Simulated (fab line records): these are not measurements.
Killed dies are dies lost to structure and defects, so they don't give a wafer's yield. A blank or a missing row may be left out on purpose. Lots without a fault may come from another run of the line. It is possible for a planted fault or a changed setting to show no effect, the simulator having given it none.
Matching of chambers -- flow n5_finfet -- 4 sister chambers for N5_BEOL_M0_SAQP_SPACER1_ETCHBACK_99 on rie_diel-04
The step etches SiO2 in CHF3/O2, target depth 15.4 nm, time 7.7 s. 4 wafers are shown with their chamber, then 9 later ones without.

== WAFERS, EACH WITH ITS CHAMBER ==
wafer,chamber,showerhead_plenum_p_Torr (Torr)
L079.4,0,2.51
L088.4,1,2.51
L092.4,3,2.36
L092.5,2,2.47

== WAFERS WITH NO CHAMBER GIVEN ==
wafer,showerhead_plenum_p_Torr (Torr)
L093.2,2.36
L093.4,2.47
L093.6,2.50
L097.1,2.47
L097.3,2.36
L097.6,2.36
L096.1,2.49
L096.3,2.47
L096.4,2.49

== EACH ONE'S CHAMBER ==
wafer,from the rows above,in truth
L093.2,3,3
L093.4,2,2
L093.6,can't be placed: 0 or 1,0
L097.1,2,2
L097.3,3,3
L097.6,3,3
L096.1,can't be placed: 0 or 1 or 2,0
L096.3,2,2
L096.4,can't be placed: 0 or 1 or 2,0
Correctly placed: 6 of 9. Unplaceable from these rows: 3, with the true chamber sitting among the candidates in 3. Wrongly placed: 0.
How it was worked out, from the rows above alone: a wafer's distance from a chamber is the root of the sum, over the readings, of the square of ((its reading less the chamber's mean) divided by the reading's scatter). If the next closest chamber is less than 2 further off than the closest, the wafer can't be placed; otherwise it belongs to the closest. Each chamber's mean is taken over the wafers shown for it. The scatter: with one shown wafer a chamber, the root of the mean of the squares of how far each hidden wafer lies from its nearest shown one.
